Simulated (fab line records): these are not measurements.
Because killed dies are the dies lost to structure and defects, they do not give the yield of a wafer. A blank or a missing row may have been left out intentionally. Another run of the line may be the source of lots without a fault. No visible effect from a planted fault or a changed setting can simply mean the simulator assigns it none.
fab line records	flow nand-harc
record lots=24	wafers=72	last-day=25
route steps=1159 shown A_SGD_CUT@778 A_SLIT@781 A_WL_FILL@814 A_CONTACT@866
lots with no fault: from the same line, run without faults
start-h: hours from the record's first day to the start of the lot's first wafer shown	wait-h: time in hours since the lot's previous step	" unchanged from the row above	L1.1+2: a single row standing in for several wafers	- no value, or no start given	* or withheld: withheld	< > ~ a bound
route shown NAME@n: names a module that has steps shown in the file, with the first one's number in the route	usual: mean/standard deviation taken from wafers without a fault	same: alike in all rows	chamber/n: place in a boat	sites: the reading at each site	_std_site: their standard deviation	_edge_site: the outer-site mean with the inner-site mean subtracted	radius-mm: how far each site lies from the wafer's centre	mask NAME#n: copy n	behind: the most recent tool/chamber to have shaped the wafer	hold: reason for holding the lot/hours on hold/outcome of the hold	device: transistor that didn't switch, given as n, p or np	end of line: the route-end tests of the same wafers	a step with no rows: only its recipe	killed: at the first sort, the dies lost to defects and structure; wafer yield is something else	map: the dies of a wafer, with x for killed, . for not killed, _ for no die there
set.NAME: the setting the step ran with; set.NAME@STEP: the setting that earlier step ran with	model.NAME: the simulator's own value behind a step, which no gauge read
one table for each step of the route and one row for each wafer, over a sample of lots
services: the hour from which a tool's chamber was out of use, counted from the record's first day as start-h (under 0 if before that day), plus the number of hours and why
## steps
# step NHARC_A_SGD_CUT_INSPECT_25
# usual raw-defect-count=323/78
lot.wafer	tool	chamber	start-h	wait-h	raw-defect-count
L074.1	defect-inspect-02	-	321.08	-	412
L074.2	"	-	"	"	318
L074.5	"	-	"	"	376
L076.1	defect-inspect-02	-	330.49	-	234
L076.5	"	-	"	"	261
L076.6	"	-	"	"	322
L075.1	defect-inspect-02	-	330.50	-	322
L075.2	"	-	"	"	201
L075.4	"	-	"	"	231
L079.1	defect-inspect-01	-	337.04	-	372
L079.4	"	-	"	"	271
L079.6	"	-	"	"	389
L077.1	defect-inspect-02	-	337.04	-	307
L077.3	"	-	"	"	272
L077.6	"	-	"	"	317
L078.3	defect-inspect-02	-	337.09	-	370
L078.4	"	-	"	"	378
L078.5	"	-	"	"	323
L082.2	defect-inspect-02	-	357.68	-	475
L082.3	"	-	"	"	276
L082.5	"	-	"	"	303
L081.2	defect-inspect-01	-	357.69	-	304
L081.3	"	-	"	"	289
L081.4	"	-	"	"	424
L080.1	defect-inspect-01	-	363.88	-	350
L080.5	"	-	"	"	342
L080.6	"	-	"	"	312
L084.1	defect-inspect-02	-	368.52	-	349
L084.4	"	-	"	"	362
L084.6	"	-	"	"	308
L083.2	defect-inspect-01	-	368.52	-	251
L083.3	"	-	"	"	398
L083.5	"	-	"	"	229
L085.2	defect-inspect-01	-	390.72	-	187
L085.3	"	-	"	"	154
L085.6	"	-	"	"	274
L088.3	defect-inspect-02	-	395.25	-	432
L088.5	"	-	"	"	326
L088.6	"	-	"	"	381
L087.1	defect-inspect-01	-	395.28	-	292
L087.3	"	-	"	"	357
L087.5	"	-	"	"	443
L089.1	defect-inspect-02	-	403.48	-	520
L089.3	"	-	"	"	511
L089.6	"	-	"	"	316
L086.1	defect-inspect-01	-	403.50	-	277
L086.5	"	-	"	"	307
L086.6	"	-	"	"	257
L090.1	defect-inspect-02	-	417.83	-	357
L090.2	"	-	"	"	431
L090.6	"	-	"	"	298
L093.4	defect-inspect-01	-	417.85	-	374
L093.5	"	-	"	"	243
L093.6	"	-	"	"	351
L091.1	defect-inspect-02	-	417.94	-	237
L091.3	"	-	"	"	300
L091.4	"	-	"	"	262
L092.2	defect-inspect-01	-	417.99	-	326
L092.4	"	-	"	"	256
L092.5	"	-	"	"	346
L094.3	defect-inspect-02	-	456.02	-	263
L094.4	"	-	"	"	268
L094.5	"	-	"	"	293
L095.1	defect-inspect-02	-	456.06	-	200
L095.2	"	-	"	"	240
L095.4	"	-	"	"	225
L097.1	defect-inspect-01	-	456.11	-	343
L097.5	"	-	"	"	305
L097.6	"	-	"	"	332
L096.3	defect-inspect-02	-	456.12	-	352
L096.5	"	-	"	"	362
L096.6	"	-	"	"	404
# step NHARC_A_SLIT_DEP_23
# recipe target-thk-a=1000	target-thk-nm=100	temp-c=400	pressure-torr=3.5	flow-sccm=200	rf-w=350	material=SiON
# usual heater-power-w=741/86
lot.wafer	tool	chamber	start-h	wait-h	heater-power-w
L074.2	pecvd-01	1	323.64	1.4	834
L074.1	"	2	"	"	786
L074.5	"	1	"	"	846
L076.1	pecvd-02	1	333.33	1.7	660
L076.5	"	1	"	"	652
L076.6	"	2	"	"	934
L075.1	pecvd-03	2	333.57	1.6	762
L075.2	"	0	"	"	674
L075.4	"	2	"	"	792
L077.3	pecvd-01	2	340.46	1.0	711
L077.1	"	0	"	"	701
L077.6	"	2	"	"	752
L079.1	pecvd-03	0	340.50	1.6	636
L079.6	"	0	"	"	625
L079.4	"	1	"	"	755
L078.3	pecvd-03	0	342.47	1.0	661
L078.4	"	2	"	"	909
L078.5	"	0	"	"	673
L082.2	pecvd-03	2	360.85	1.3	807
L082.3	"	0	"	"	696
L082.5	"	2	"	"	824
L081.2	pecvd-03	0	362.15	1.4	597
L081.3	"	1	"	"	811
L081.4	"	0	"	"	609
L080.1	pecvd-02	0	368.16	1.7	675
L080.5	"	0	"	"	685
L080.6	"	2	"	"	836
L083.2	pecvd-02	1	370.89	1.3	756
L083.3	"	2	"	"	870
L083.5	"	0	"	"	602
L084.1	pecvd-01	1	370.93	1.7	801
L084.6	"	0	"	"	727
L084.4	"	2	"	"	809
L085.3	pecvd-02	2	394.25	1.0	813
L085.2	"	0	"	"	611
L085.6	"	0	"	"	643
L088.3	pecvd-02	2	397.61	1.0	892
L088.6	"	0	"	"	655
L088.5	"	1	"	"	672
L087.1	pecvd-02	1	397.81	1.8	721
L087.3	"	2	"	"	801
L087.5	"	1	"	"	720
L089.1	pecvd-03	0	405.87	1.7	676
L089.3	"	1	"	"	757
L089.6	"	2	"	"	887
L086.1	pecvd-01	1	407.23	1.6	697
L086.6	"	2	"	"	749
L086.5	"	0	"	"	664
L090.2	pecvd-03	0	421.87	1.3	655
L090.1	"	1	"	"	843
L090.6	"	2	"	"	881
L093.6	pecvd-02	1	422.11	0.1	656
L093.4	"	2	"	"	846
L093.5	"	0	"	"	559
L091.3	pecvd-03	0	422.59	1.0	596
L091.1	"	2	"	"	787
L091.4	"	2	"	"	828
L092.2	pecvd-02	1	423.83	1.3	732
L092.4	"	1	"	"	721
L092.5	"	0	"	"	669
L094.4	pecvd-01	2	459.34	0.8	779
L094.3	"	0	"	"	691
L094.5	"	0	"	"	684
L097.1	pecvd-01	0	459.63	1.7	691
L097.6	"	2	"	"	770
L097.5	"	0	"	"	687
L095.1	pecvd-03	1	459.67	1.7	797
L095.2	"	2	"	"	746
L095.4	"	0	"	"	590
L096.3	pecvd-02	1	461.26	1.0	662
L096.5	"	2	"	"	828
L096.6	"	0	"	"	668
# step NHARC_A_WL_FILL_ETCHBACK_04
# recipe target-depth-a=600	time-s=120	chemistry=NF3
# usual drypump-motor-current-A=5.4/0.31	oes-product-au=1.008/0.012
lot.wafer	tool	chamber	start-h	wait-h	drypump-motor-current-A	oes-product-au	rf-hours-counter-h
L074.2	rie-metal-01	0	341.54	2.4	5.7	1.006	0.0
L074.1	"	1	"	"	5.5	0.997	0.0
L074.5	"	1	"	"	5.5	0.987	-
L076.1	rie-metal-02	0	352.35	2.4	5.5	1.000	3.9
L076.6	"	1	"	"	5.8	0.999	-
L076.5	"	0	"	"	5.5	0.996	-
L075.2	rie-metal-03	0	352.44	2.8	4.9	1.011	1.7
L075.1	"	1	"	"	5.6	1.031	1.7
L075.4	"	1	"	"	5.6	1.036	-
L077.1	rie-metal-03	0	356.98	2.9	4.9	1.008	1.9
L077.3	"	0	"	"	4.9	1.003	-
L077.6	"	0	"	"	4.9	0.997	-
L079.1	rie-metal-02	1	359.83	2.9	5.8	1.019	4.4
L079.4	"	1	"	"	5.8	1.019	-
L079.6	"	0	"	"	5.5	1.007	-
L078.4	rie-metal-03	0	362.55	1.9	4.9	1.010	-
L078.3	"	1	"	"	5.6	1.021	-
L078.5	"	1	"	"	5.6	1.019	-
L082.2	rie-metal-01	1	382.87	2.9	5.5	0.998	1.1
L082.3	"	0	"	"	5.6	0.999	-
L082.5	"	0	"	"	5.6	1.005	-
L081.2	rie-metal-02	0	385.68	2.4	5.5	0.997	5.1
L081.4	"	1	"	"	5.8	1.006	-
L081.3	"	0	"	"	5.5	0.994	-
L080.1	rie-metal-03	0	389.86	2.8	4.9	1.001	2.7
L080.6	"	0	"	"	4.9	1.003	-
L080.5	"	1	"	"	5.6	1.022	-
L084.1	rie-metal-03	1	392.71	2.4	5.6	1.020	2.9
L084.4	"	0	"	"	4.9	0.997	-
L084.6	"	1	"	"	5.5	1.021	-
L083.2	rie-metal-03	1	395.29	2.8	5.6	1.022	3.2
L083.3	"	0	"	"	4.9	1.002	-
L083.5	"	0	"	"	4.9	0.998	-
L085.2	rie-metal-02	1	413.52	2.4	5.8	1.015	0.1
L085.3	"	0	"	"	5.5	0.988	-
L085.6	"	1	"	"	5.8	1.002	-
L087.1	rie-metal-03	0	414.89	2.4	4.9	1.010	3.5
L087.3	"	0	"	"	4.9	0.997	-
L087.5	"	0	"	"	4.9	1.009	-
L088.3	rie-metal-01	1	416.40	2.0	5.5	0.983	-
L088.5	"	1	"	"	5.5	1.001	-
L088.6	"	0	"	"	5.6	0.994	-
L086.1	rie-metal-02	0	422.07	2.8	5.5	1.003	0.3
L086.6	"	1	"	"	5.8	1.006	-
L086.5	"	0	"	"	5.5	1.004	-
L089.1	rie-metal-03	1	422.23	2.8	5.6	1.038	3.8
L089.3	"	0	"	"	4.9	1.009	-
L089.6	"	1	"	"	5.6	1.027	-
L090.2	rie-metal-02	0	440.05	2.8	5.5	0.997	0.9
L090.1	"	1	"	"	5.8	0.999	0.9
L090.6	"	0	"	"	5.5	0.999	-
L091.1	rie-metal-03	0	441.48	2.9	4.9	1.007	4.4
L091.4	"	0	"	"	4.8	1.008	-
L091.3	"	1	"	"	5.6	1.021	-
L093.4	rie-metal-01	0	442.95	2.0	5.6	0.994	-
L093.5	"	0	"	"	5.6	0.984	-
L093.6	"	1	"	"	5.5	0.983	-
L092.2	rie-metal-03	1	444.32	2.9	5.6	1.020	4.6
L092.4	"	1	"	"	5.6	1.012	-
L092.5	"	0	"	"	4.9	1.006	-
L095.2	rie-metal-01	0	475.49	2.9	5.6	1.002	3.8
L095.1	"	1	"	"	5.5	1.009	3.8
L095.4	"	1	"	"	5.5	1.002	-
L094.3	rie-metal-02	0	475.54	2.0	5.5	1.006	-
L094.4	"	1	"	"	5.8	1.011	-
L094.5	"	0	"	"	5.5	1.007	-
L097.1	rie-metal-01	1	478.89	2.9	5.5	1.001	4.0
L097.5	"	1	"	"	5.5	1.007	-
L097.6	"	0	"	"	5.6	0.998	-
L096.3	rie-metal-03	1	481.79	2.0	5.6	1.021	-
L096.5	"	0	"	"	4.9	1.024	-
L096.6	"	1	"	"	5.6	1.011	-
# step NHARC_A_CONTACT_ETCH_115
# recipe source-w=withheld	pressure-mtorr=20	bias-v=3000	time-s=94	target-depth-a=9220	ar-flow-sccm=withheld	c4f8-flow-sccm=withheld	o2-flow-sccm=withheld	chemistry=C4F8/O2/Ar
lot.wafer	tool	chamber	start-h	wait-h	rf-hours-counter-h
L074.1	har-cap-etch-01	0	371.47	0.1	57
L074.2	"	1	"	"	57
L074.5	"	1	"	"	-
L076.1	har-cap-etch-01	1	380.01	0.1	58
L076.6	"	0	"	"	-
L076.5	"	1	"	"	-
L075.2	har-cap-etch-03	1	381.00	0.1	83
L075.1	"	0	"	"	83
L075.4	"	0	"	"	-
L079.1	har-cap-etch-02	1	386.73	0.1	13
L079.4	"	0	"	"	-
L079.6	"	0	"	"	-
L077.1	har-cap-etch-03	0	387.07	0.1	84
L077.3	"	0	"	"	-
L077.6	"	0	"	"	-
L078.4	har-cap-etch-03	1	404.66	0.1	-
L078.3	"	0	"	"	-
L078.5	"	1	"	"	-
L081.2	har-cap-etch-02	1	411.04	0.1	17
L081.4	"	0	"	"	-
L081.3	"	1	"	"	-
L082.2	har-cap-etch-01	0	412.09	0.1	63
L082.3	"	0	"	"	-
L082.5	"	1	"	"	-
L084.1	har-cap-etch-02	1	419.45	0.1	18
L084.4	"	0	"	"	-
L084.6	"	0	"	"	-
L080.1	har-cap-etch-01	1	420.46	0.1	64
L080.6	"	1	"	"	-
L080.5	"	0	"	"	-
L083.2	har-cap-etch-01	1	426.95	0.1	66
L083.3	"	1	"	"	-
L083.5	"	1	"	"	-
L085.2	har-cap-etch-02	1	440.97	0.1	23
L085.3	"	1	"	"	-
L085.6	"	0	"	"	-
L088.3	har-cap-etch-01	1	441.35	0.1	-
L088.5	"	0	"	"	-
L088.6	"	1	"	"	-
L087.1	har-cap-etch-03	0	445.41	0.1	94
L087.3	"	1	"	"	-
L087.5	"	0	"	"	-
L086.1	har-cap-etch-01	1	455.28	0.1	72
L086.5	"	0	"	"	-
L086.6	"	1	"	"	-
L089.1	har-cap-etch-03	0	455.42	0.1	97
L089.3	"	1	"	"	-
L089.6	"	0	"	"	-
L091.1	har-cap-etch-01	1	468.91	0.1	74
L091.4	"	1	"	"	-
L091.3	"	0	"	"	-
L090.2	har-cap-etch-03	0	469.73	0.1	99
L090.1	"	1	"	"	99
L090.6	"	0	"	"	-
L092.2	har-cap-etch-02	0	472.93	0.1	29
L092.4	"	0	"	"	-
L092.5	"	0	"	"	-
L093.4	har-cap-etch-01	0	474.04	0.1	-
L093.5	"	1	"	"	-
L093.6	"	0	"	"	-
L094.3	har-cap-etch-02	1	504.57	0.1	-
L094.4	"	0	"	"	-
L094.5	"	1	"	"	-
L095.1	har-cap-etch-01	1	508.71	0.1	80
L095.2	"	0	"	"	80
L095.4	"	0	"	"	-
L096.3	har-cap-etch-03	1	511.05	0.1	-
L096.6	"	1	"	"	-
L096.5	"	0	"	"	-
L097.1	har-cap-etch-01	0	514.03	0.1	81
L097.5	"	1	"	"	-
L097.6	"	0	"	"	-
# step NHARC_A_CONTACT_ETCH_122
# recipe source-w=withheld	pressure-mtorr=20	bias-v=3000	time-s=95	target-depth-a=9300	ar-flow-sccm=withheld	c4f8-flow-sccm=withheld	o2-flow-sccm=withheld	chemistry=C4F8/O2/Ar
lot.wafer	tool	chamber	start-h	wait-h	rf-hours-counter-h
L074.1	har-cap-etch-01	0	372.10	0.1	57
L074.2	"	1	"	"	57
L074.5	"	1	"	"	-
L076.1	har-cap-etch-01	1	380.65	0.1	58
L076.6	"	0	"	"	-
L076.5	"	1	"	"	-
L075.2	har-cap-etch-03	1	381.64	0.1	84
L075.1	"	0	"	"	84
L075.4	"	0	"	"	-
L079.1	har-cap-etch-02	1	387.36	0.1	13
L079.4	"	0	"	"	-
L079.6	"	0	"	"	-
L077.1	har-cap-etch-03	0	387.71	0.1	85
L077.3	"	0	"	"	-
L077.6	"	0	"	"	-
L078.4	har-cap-etch-03	1	405.30	0.1	-
L078.3	"	0	"	"	-
L078.5	"	1	"	"	-
L081.2	har-cap-etch-02	1	411.68	0.1	17
L081.4	"	0	"	"	-
L081.3	"	1	"	"	-
L082.2	har-cap-etch-01	0	412.73	0.1	64
L082.3	"	0	"	"	-
L082.5	"	1	"	"	-
L084.1	har-cap-etch-02	1	420.09	0.1	19
L084.4	"	0	"	"	-
L084.6	"	0	"	"	-
L080.1	har-cap-etch-01	1	421.09	0.1	65
L080.6	"	1	"	"	-
L080.5	"	0	"	"	-
L083.2	har-cap-etch-01	1	427.58	0.1	67
L083.3	"	1	"	"	-
L083.5	"	1	"	"	-
L085.2	har-cap-etch-02	1	441.60	0.1	24
L085.3	"	1	"	"	-
L085.6	"	0	"	"	-
L088.3	har-cap-etch-01	1	442.20	0.1	-
L088.5	"	0	"	"	-
L088.6	"	1	"	"	-
L087.1	har-cap-etch-03	0	446.25	0.1	95
L087.3	"	1	"	"	-
L087.5	"	0	"	"	-
L086.1	har-cap-etch-01	1	455.91	0.1	73
L086.5	"	0	"	"	-
L086.6	"	1	"	"	-
L089.1	har-cap-etch-03	0	456.06	0.1	97
L089.3	"	1	"	"	-
L089.6	"	0	"	"	-
L091.1	har-cap-etch-01	1	469.54	0.1	74
L091.4	"	1	"	"	-
L091.3	"	0	"	"	-
L090.2	har-cap-etch-03	0	470.37	0.1	100
L090.1	"	1	"	"	100
L090.6	"	0	"	"	-
L092.2	har-cap-etch-02	0	473.56	0.1	29
L092.4	"	0	"	"	-
L092.5	"	0	"	"	-
L093.4	har-cap-etch-01	0	474.68	0.1	-
L093.5	"	1	"	"	-
L093.6	"	0	"	"	-
L094.3	har-cap-etch-02	1	505.20	0.1	-
L094.4	"	0	"	"	-
L094.5	"	1	"	"	-
L095.1	har-cap-etch-01	1	509.35	0.1	80
L095.2	"	0	"	"	80
L095.4	"	0	"	"	-
L096.3	har-cap-etch-03	1	511.69	0.1	-
L096.6	"	1	"	"	-
L096.5	"	0	"	"	-
L097.1	har-cap-etch-01	0	514.67	0.1	81
L097.5	"	1	"	"	-
L097.6	"	0	"	"	-
# step NHARC_A_CONTACT_CD_MEAS_69
# recipe target-cd-nm=200	landing-energy-ev=500
# usual cd-nm=200.2/0.48
lot.wafer	tool	chamber	start-h	wait-h	cd-nm
L074.1	cd-sem-02	0	376.48	-	200.0
L074.2	"	0	"	"	200.0
L074.5	"	0	"	"	200.2
L076.1	cd-sem-03	0	385.53	-	200.6
L076.5	"	0	"	"	199.7
L076.6	"	0	"	"	200.7
L075.1	cd-sem-02	0	385.98	-	200.3
L075.2	"	0	"	"	200.7
L075.4	"	0	"	"	200.8
L079.1	cd-sem-01	0	391.77	-	199.9
L079.4	"	0	"	"	199.9
L079.6	"	0	"	"	200.3
L077.1	cd-sem-03	0	392.15	-	200.8
L077.3	"	0	"	"	200.2
L077.6	"	0	"	"	200.5
L078.3	cd-sem-01	0	412.52	-	199.9
L078.4	"	0	"	"	199.7
L078.5	"	0	"	"	199.8
L081.2	cd-sem-01	0	420.33	-	200.9
L081.3	"	0	"	"	199.6
L081.4	"	0	"	"	199.7
L082.2	cd-sem-03	0	420.94	-	201.1
L082.3	"	0	"	"	200.6
L082.5	"	0	"	"	200.9
L084.1	cd-sem-01	0	426.28	-	200.0
L084.4	"	0	"	"	200.5
L084.6	"	0	"	"	200.5
L080.1	cd-sem-03	0	426.61	-	200.3
L080.5	"	0	"	"	200.9
L080.6	"	0	"	"	200.6
L083.2	cd-sem-02	0	431.93	-	200.5
L083.3	"	0	"	"	200.1
L083.5	"	0	"	"	200.6
L085.2	cd-sem-02	0	446.08	-	200.4
L085.3	"	0	"	"	200.2
L085.6	"	0	"	"	200.5
L088.3	cd-sem-01	0	446.90	-	199.7
L088.5	"	0	"	"	199.8
L088.6	"	0	"	"	199.7
L087.1	cd-sem-01	0	450.68	-	200.2
L087.3	"	0	"	"	200.8
L087.5	"	0	"	"	200.5
L086.1	cd-sem-01	0	463.73	-	199.5
L086.5	"	0	"	"	199.9
L086.6	"	0	"	"	199.8
L089.1	cd-sem-03	0	465.48	-	200.2
L089.3	"	0	"	"	199.9
L089.6	"	0	"	"	200.5
L091.1	cd-sem-03	0	475.75	-	199.4
L091.3	"	0	"	"	200.1
L091.4	"	0	"	"	199.7
L090.1	cd-sem-02	0	477.81	-	200.9
L090.2	"	0	"	"	200.8
L090.6	"	0	"	"	201.1
L093.4	cd-sem-03	0	479.52	-	200.1
L093.5	"	0	"	"	199.3
L093.6	"	0	"	"	199.0
L092.2	cd-sem-03	0	480.01	-	200.6
L092.4	"	0	"	"	200.7
L092.5	"	0	"	"	200.4
L094.3	cd-sem-01	0	509.53	-	200.6
L094.4	"	0	"	"	200.5
L094.5	"	0	"	"	200.2
L095.1	cd-sem-03	0	513.96	-	200.2
L095.2	"	0	"	"	200.0
L095.4	"	0	"	"	200.7
L096.3	cd-sem-02	0	517.86	-	200.9
L096.5	"	0	"	"	200.1
L096.6	"	0	"	"	200.6
L097.1	cd-sem-03	0	521.63	-	199.2
L097.5	"	0	"	"	200.3
L097.6	"	0	"	"	201.0
## services
tool	chamber	start-h	hours	kind
har-cap-etch-02	-	305.00	17.0	pm
har-cap-etch-02	0	305.00	17.0	vent-cycle
har-cap-etch-02	1	305.00	17.0	vent-cycle
pecvd-03	0	305.28	-	clean
pecvd-03	1	305.28	-	clean
pecvd-03	2	305.28	-	clean
rie-metal-03	0	310.72	1.5	repair
har-cap-etch-02	0	322.00	-	clean
har-cap-etch-02	1	322.00	-	clean
pecvd-02	-	322.65	1.5	repair
rie-metal-01	-	332.00	9.0	pm
pecvd-02	-	334.24	13.0	pm
rie-metal-02	-	388.00	9.0	pm
pecvd-01	-	418.61	13.0	pm
pecvd-01	1	444.23	15.7	repair
rie-metal-03	-	453.00	9.0	pm
rie-metal-03	0	453.00	9.0	vent-cycle
rie-metal-03	1	453.00	9.0	vent-cycle
pecvd-03	-	460.10	1.2	repair
rie-metal-03	0	462.00	-	clean
rie-metal-03	1	462.00	-	clean
pecvd-03	-	473.28	13.0	pm
rie-metal-01	-	509.00	9.0	pm
rie-metal-03	1	512.42	14.8	repair
## key
fault none
